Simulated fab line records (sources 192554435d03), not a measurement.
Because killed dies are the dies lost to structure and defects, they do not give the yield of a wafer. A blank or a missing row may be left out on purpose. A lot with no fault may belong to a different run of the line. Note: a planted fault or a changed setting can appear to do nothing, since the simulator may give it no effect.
fab line records | flow n5Finfet
record: lots: 4 wafers: 12 lastDay: 16
route steps=1938 shown BEOL_M1@801 BEOL_M2@841 PASSIVATION@1936
lots that met no fault: taken from a fault-free run of the same line
startH: hours from the record's first day to the start of the lot's first wafer shown | waitH: hours from the lot's prior step to this one | " repeats the value in the row above | L1.1+2: one row covering several wafers at once | - no value present, or no start provided | * or withheld: withheld | < > ~ a bound
route shown NAME@n: a module of which the file shows steps, and the number in the route of the first | usual: average and standard deviation across the fault-free wafers | same: alike in all rows | chamber/n: place in a boat | sites: readings site by site | _std_site: their standard deviation | _edge_site: the outer-site mean with the inner-site mean subtracted | radiusMm: how far each site lies from the wafer's centre | mask NAME#n: copy n | behind: the last tool/chamber to shape the wafer | hold: reason for holding the lot/hours on hold/outcome of the hold | device: the n, p or np transistor that did not switch | end of line: the tests these same wafers got at the end of their route | for a step that has no rows: nothing shown but its recipe | killed: not the wafer's yield, but the dies lost to structure and defects at the first sort | map: a wafer's dies, x killed, . not, _ none there
set.NAME: the setting that was run; set.NAME@STEP: the one run at that earlier step | model.NAME: the simulator's own value behind a step, which no gauge read
certain route steps with their lots: each step a table, each wafer a row
services: the hour from which a tool's chamber was out of use, counted from the record's first day as startH (under 0 if before that day), plus the number of hours and why
== steps ==
step: N5_BEOL_M1_ETCH_41
recipe: chemistry: CH3F/O2 target: SiCN targetDepthA: 319 taperDeg: 2 timeS: 57.8 ionEnergyEv: 120 maskMaterial: TiN pressureMtorr: 30 sourceW: 395 biasW: 75 Ar_flow_sccm: 150 CH3F_flow_sccm: 30 O2_flow_sccm: 20
step: N5_BEOL_M1_STRIP_97
recipe: chemistry: N2/H2 timeS: 10 powerW: 450 tempC: 40 pressureMtorr: 20 rfFrequencyHz: 6e+07 biasPowerW: 7 n2FlowSccm: 200 h2FlowSccm: 200
step: N5_BEOL_M1_HM_STRIP_39
recipe: chemistry: peroxideTinStrip material: TiN targetDepthA: 250 tempC: 50 timeS: 158
step: N5_BEOL_M1_SRD_40
recipe: timeS: 30 tempC: 23 rinseLiquid: diw dry: ipaMarangoni
step: N5_BEOL_M1_PRECLEAN_42
recipe: chemistry: residueRemover timeS: 60 tempC: 40
step: N5_BEOL_M1_SRD_43
recipe: timeS: 30 tempC: 23 rinseLiquid: diw dry: ipaMarangoni
step: N5_BEOL_M1_DEGAS_44
recipe: ambient: vacuum tempC: 250 timeS: 60
step: N5_BEOL_M1_PRE_CLEAN_45
recipe: gas: H2/He timeS: 30 tempC: 250
step: N5_BEOL_M1_ALD_84
recipe: material: TaN targetThkA: * tempC: 275 aldPrecursorFamily: PDMAT aldCoReactant: NH3 pressureTorr: 3 carrierFlowSccm: 1500 pulseTimeS: 2 purgeTimeS: 3 coReactantPurgeTimeS: 2 coReactantPulseTimeS: 3 aldCycles: 30 precursorVesselTempC: 75 precursorVesselPressureTorr: 26.25 precursorVesselCarrierSccm: 1000
step: N5_BEOL_M1_SURFACE_TREAT_85
recipe: gas: Ar timeS: * ionEnergyEv: * ionCurrentMaCm2: 0.5 pressureMtorr: * arFlowSccm: 30
step: N5_BEOL_M1_CVD_47
recipe: material: Co targetThkA: 30 tempC: withheld precursor: CCTBA/H2 pressureTorr: 30 timeS: 223.8
columns lot.wafer tool chamber startH waitH
L697.1+2+5 cvdCo-02 0,1,0 141.23 0.1
L705.3+4+6 cvdCo-01 1,2,0 179.54 0.0
L710.2+4+5 cvdCo-02 1,1,2 212.91 0.0
L715.2+3+4 cvdCo-02 1,2,2 238.62 0.1
step: N5_BEOL_M1_SPUTTER_48
recipe: material: Cu targetThkA: 45 tempC: -20 chamberPressurePa: 0.07 powerW: withheld timeS: 8.29
step: N5_BEOL_M1_ANNEAL_49
recipe: tempC: 400 timeS: 240 ambient: vacuum
step: N5_BEOL_M1_SPUTTER_79
recipe: material: Cu targetThkA: 45 tempC: -20 chamberPressurePa: 0.07 powerW: withheld timeS: 8.29
step: N5_BEOL_M1_ANNEAL_80
recipe: tempC: 400 timeS: 240 ambient: vacuum
step: N5_BEOL_M1_SPUTTER_81
recipe: material: Cu targetThkA: 45 tempC: -20 chamberPressurePa: 0.07 powerW: withheld timeS: 8.29
step: N5_BEOL_M1_ANNEAL_82
recipe: tempC: 400 timeS: 240 ambient: vacuum
step: N5_BEOL_M1_SPUTTER_86
recipe: material: Cu targetThkA: 45 tempC: -20 chamberPressurePa: 0.07 powerW: withheld timeS: 8.29
step: N5_BEOL_M1_ANNEAL_87
recipe: tempC: 400 timeS: 240 ambient: vacuum
step: N5_BEOL_M1_SPUTTER_88
recipe: material: Cu targetThkA: 45 tempC: -20 chamberPressurePa: 0.07 powerW: withheld timeS: 8.29
step: N5_BEOL_M1_ANNEAL_89
recipe: tempC: 400 timeS: 240 ambient: vacuum
step: N5_BEOL_M1_SPUTTER_90
recipe: material: Cu targetThkA: 45 tempC: -20 chamberPressurePa: 0.07 powerW: withheld timeS: 8.29
step: N5_BEOL_M1_ANNEAL_91
recipe: tempC: 400 timeS: 240 ambient: vacuum
step: N5_BEOL_M1_SPUTTER_92
recipe: material: Cu targetThkA: 45 tempC: -20 chamberPressurePa: 0.07 powerW: withheld timeS: 8.29
step: N5_BEOL_M1_ANNEAL_93
recipe: tempC: 400 timeS: 240 ambient: vacuum
step: N5_BEOL_M1_SPUTTER_94
recipe: material: Cu targetThkA: 45 tempC: -20 chamberPressurePa: 0.07 powerW: withheld timeS: 8.29
step: N5_BEOL_M1_ANNEAL_95
recipe: tempC: 400 timeS: 240 ambient: vacuum
step: N5_BEOL_M1_SPUTTER_96
recipe: material: Cu targetThkA: 45 tempC: -20 chamberPressurePa: 0.07 powerW: withheld timeS: 8.29
step: N5_BEOL_M1_ECD_50
recipe: material: Cu targetThkA: 3000
step: N5_BEOL_M1_ANNEAL_51
recipe: tempC: 225 timeS: 90 ambient: N2
step: N5_BEOL_M1_CMP_52
recipe: stopOn: SiOC tOverpolishS: 6.8 downForcePsi: 1 platenRpm: 50 clearingPlatenDownForcePsi: 1.5 clearingPlatenRpm: 50 postCmpClean: cuAlkaline targetThkNm: 40 clearingPlatenPadVelocityMS: 0.99484 padVelocityMS: 0.99484
step: N5_BEOL_M1_PRE_CLEAN_60
recipe: gas: NH3/H2 timeS: 15 tempC: * rfPowerW: 300
step: N5_BEOL_M1_CO_CAP_55
recipe: material: Co targetThkA: 20 tempC: 200 precursor: CCTBA/H2 pressureTorr: 30 timeS: 102.1
step: N5_BEOL_M1_PRE_CLEAN_56
recipe: gas: NH3 timeS: 15 tempC: withheld rfPowerW: 300
step: N5_BEOL_M1_DEP_57
recipe: material: SiCN targetThkA: 80 tempC: withheld precursor: 3MS/NH3 pressureTorr: 3 rfW: 202 timeS: 14
step: N5_BEOL_M2_ILD_DEP_00
recipe: material: SiOC targetThkA: 790 tempC: 350 precursor: DEMS/O2 pressureTorr: 5 rfW: 500 timeS: 15.3
step: N5_PASSIVATION_PROBE_49
usual: defectLimitedYield: 91.4/1.6 killed_at_M0_to_M3: 31/11 killed_at_M4_up: 14/5.7 killedAtContacts: 12/6 killedAtFrontEnd: 41/13 killedAtOther: 3.3/2.8 killedDies: 101/19 killedOnRim: 13/3.9 killedOpen: 67/14 killedShort: 33/8.2 sort_bin_5_function: 5.0/1.1 sort_bin_6_memory: 3.3/0.74 sort_bin_8_speed: 0.0/0.36 sortNPass: 1078/20 sortYieldPct: 91.3/1.7
same: grossDies: 1180 killedAtBackSide: 0 sort_bin_4_leakage[%]: 0
columns lot.wafer tool chamber startH waitH defectLimitedYield[%] killed_at_M0_to_M3 killed_at_M4_up killedAtContacts killedAtFrontEnd killedAtOther killedDies killedOnRim killedOpen killedShort sort_bin_5_function[%] sort_bin_6_memory[%] sort_bin_8_speed[%] sortNPass sortYieldPct[%]
L705.3 prober-01 - 311.14 0.1 91.1 33 17 22 33 0 105 15 61 40 5.6 3.2 0 1075 91.1
L705.4 prober-01 - 311.19 0.2 92.2 23 12 14 42 1 92 8 65 26 4.5 3.1 0 1088 92.2
L705.6 prober-01 - 311.29 0.3 91.8 33 11 12 37 4 97 15 70 21 4.2 3.3 0 1083 91.8
L710.2 prober-02 - 360.31 0.1 84.0 127 3 16 35 8 189 31 63 33 9.2 3.7 0 991 84.0
L710.4 prober-02 - 360.41 0.2 83.6 112 26 10 35 10 193 36 63 38 8.8 4.3 0 987 83.6
L710.5 prober-02 - 360.46 0.2 79.7 177 16 12 30 5 240 16 57 35 11.2 4.7 0 940 79.7
L715.2 prober-01 - 380.92 0.1 87.9 100 18 7 13 5 143 23 35 19 7.4 2.4 0 1037 87.9
L715.3 prober-01 - 380.97 0.1 80.3 167 17 15 28 6 233 7 53 36 13.1 3.3 0 947 80.3
L715.4 prober-01 - 381.02 0.2 80.1 172 13 20 27 3 235 10 60 27 12.6 3.9 0 945 80.1
killed by level:class
L705.3 MOL_CONTACT_COAG:geometricParticle:open=16 BEOL_M0_SAQP:geometricParticle:short=11 BEOL_M0_SAQP:geometricParticle:open=7 FIN_SAQP:geometricParticle:open=6 MOL_CONTACT_COAG:geometricParticle:short=6 BEOL_M3:geometricParticle:open=6 BEOL_M4:geometricParticle:open=5 STI_FIN_REVEAL:geometricParticle:open=4
L705.4 FIN_SAQP:geometricParticle:open=17 MOL_CONTACT_COAG:geometricParticle:open=13 BEOL_M0_SAQP:geometricParticle:short=10 BEOL_M0_SAQP:geometricParticle:open=7 BEOL_M4:geometricParticle:open=6 GATE_CUT:geometricParticle:short=5 STARTING-WAFER:geometricParticle:open=5 STI_FIN_REVEAL:geometricParticle:open=4
L705.6 BEOL_M0_SAQP:geometricParticle:open=16 STI_FIN_REVEAL:geometricParticle:open=14 MOL_CONTACT_COAG:geometricParticle:open=11 BEOL_M0_SAQP:geometricParticle:short=10 HKMG_FIN:areaEtch=4 FIN_SAQP:geometricParticle:open=3 BEOL_M0:geometricParticle:open=3 BEOL_M4:geometricParticle:open=3
L710.2 BEOL_M1:unspecified=93 MOL_CONTACT_COAG:geometricParticle:open=13 FIN_SAQP:geometricParticle:short=9 STI_FIN_REVEAL:geometricParticle:open=8 BEOL_M0_SAQP:geometricParticle:short=7 BEOL_M0:geometricParticle:open=6 BEOL_M3:geometricParticle:open=6 BEOL_M0_SAQP:geometricParticle:open=5
L710.4 BEOL_M1:unspecified=90 BEOL_M4:geometricParticle:open=10 MOL_CONTACT_COAG:geometricParticle:open=9 BEOL_M0_SAQP:geometricParticle:short=7 FIN_SAQP:geometricParticle:open=6 SPACER0:geometricParticle:open=5 BEOL_M4:geometricParticle:short=5 DUMMY_GATE:geometricParticle:open=4
L710.5 BEOL_M1:unspecified=146 BEOL_M0_SAQP:geometricParticle:short=9 MOL_CONTACT_COAG:geometricParticle:open=8 BEOL_M0_SAQP:geometricParticle:open=7 FIN_SAQP:geometricParticle:open=5 SPACER0:geometricParticle:short=5 BEOL_M4:geometricParticle:open=5 FIN_SAQP:geometricParticle:short=4
L715.2 BEOL_M1:unspecified=88 BEOL_M5:geometricParticle:open=9 MOL_CONTACT_COAG:geometricParticle:open=4 BEOL_M0_SAQP:geometricParticle:short=4 BEOL_M3:geometricParticle:open=4 FIN_SAQP:geometricParticle:open=3 MOL_CONTACT_COAG:geometricParticle:short=3 BEOL_M4:geometricParticle:open=3
L715.3 BEOL_M1:unspecified=144 STI_FIN_REVEAL:geometricParticle:open=8 MOL_CONTACT_COAG:geometricParticle:open=8 MOL_CONTACT_COAG:geometricParticle:short=7 DUMMY_GATE:geometricParticle:open=6 BEOL_M5:geometricParticle:open=6 BEOL_M0_SAQP:geometricParticle:open=5 BEOL_M2:geometricParticle:open=5
L715.4 BEOL_M1:unspecified=147 MOL_CONTACT_COAG:geometricParticle:open=15 STI_FIN_REVEAL:geometricParticle:open=7 FIN_SAQP:geometricParticle:open=6 BEOL_M0_SAQP:geometricParticle:open=6 MOL_CONTACT_COAG:geometricParticle:short=5 BEOL_M0_SAQP:geometricParticle:short=5 BEOL_M2:geometricParticle:open=4
map L710.5 (x killed, . not)
_________________.........x.x________________
______________.xxx..x.x.....x..._____________
___________..........x...........xx__________
__________.......x...............x.x_________
________..x......xx...x...x..........._______
_______..x..........x...............x..______
______....xxx................x.......x.._____
_____.................x......x.x.xxx.....____
____...............x......x.......x.......___
___......x.............................x...__
___......................x............x..x.__
__...........x....x.....x............xx.x..._
__........x................................._
_..........x.........x...........x...........
_......x.........x................x..........
_.....x...........x...........x.xx...........
_............x..........xx..x.........x.x...x
_x...x............xxxxxxx.x..x....xx........x
_.................x.xxxxxxxx.x...........x...
_......x.xxx......xxxxxxxxxxx.x..............
_.......x.......xxxxxxxxxxxxxxx.xx.x.x.....x.
__..............xxxxxxxxxxxxxx.x............_
__...............xxxxxxxxxxxxxx.x..........._
___..x.........xxxxxxxxxxxxxxxx...x........__
___.......xx....x.xxxxxxxxxxxxx.x..........__
____.....x...x.x.x.xxxxxxxxxxxx.x.........___
_____.x...x.....x.xxxxxxxxxx.xx..........____
______............xxxxxxx.x............._____
_______..............x..x.x............______
________..x..x................x......._______
__________.........................._________
___________..............x.........__________
______________.................._____________
_________________............________________
map L715.4 (x killed, . not)
_________________.......x....________________
______________......x..........._____________
___________.........x.x....x.......__________
__________x.......x...x............._________
________....x........................._______
_______......x.......x.x...............______
______x....x.............x......x......._____
_____............x.......x.......x.......____
____.....x................................___
___.....x.............xx......x..x....xx..x__
___.........x...........x..................__
__.........................x...x.........x.._
__x............x...x.x...x.......x.........._
_.....x.........x...xx.....x................x
_x................x.......................x..
_.........x........................x.........
_........x...........x.x.x.x.................
_....x.............xxxxxxxxx.............x...
_.xx...xx.........xxxxxxxxxxxx...............
_.....x...x......xxxxxxxxxxxxx.x.............
_...x...........xxxxxxxxxxxxxxxx.............
__......x.....x.xxxxxxxxxxxxxxxx......x....._
__......x......x.xxxxxxxxxxxxxxx.......x...._
___.........x...x.xxxxxxxxxxxx..........x..__
___..x..........xxxxxxxxxxxxxx.x.......x...__
____..........x.xxxxxxxxxxxxx.............___
_____.......x....xxxxxxxxxxxxx...........____
______...x...x...x...xxxxxx............._____
_______..................x....x........______
________............x................._______
__________........x.x.xx.x.x...x...._________
___________.....x..............x..x__________
______________.................._____________
_________________.........x..________________
== services ==
columns tool chamber startH hours kind
cvdCo-02 0 123.49 17.2 repair
cvdCo-02 0 174.69 6.3 repair
cvdCo-01 - 219.58 0.3 repair
cvdCo-02 - 221.99 6.9 pm
== key ==
firstSign: step: N5_PASSIVATION_PROBE_49 reading: killed_at_M0_to_M3 direction: up sigmas: 10 usual: 31 struck: 142
effect: step: N5_PASSIVATION_PROBE_49 reading: defectLimitedYield direction: down sigmas: 5.4 usual: 91.4 struck: 82.6
moreKillsBornAt: N5_BEOL_M1_CVD_47@cvdCo-02: 707
metAt N5_BEOL_M1_CVD_47
struckWafers L710.2,L710.4,L710.5,L715.2,L715.3,L715.4
onsetBetween 141.23 212.91
alsoFits time
fault: kind: chamberParticleSource tool: cvdCo-02 chamber: - onsetH: 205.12 steps: N5_BEOL_M1_CVD_47 ratePerVisitCm2: 1.4964 endH: 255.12
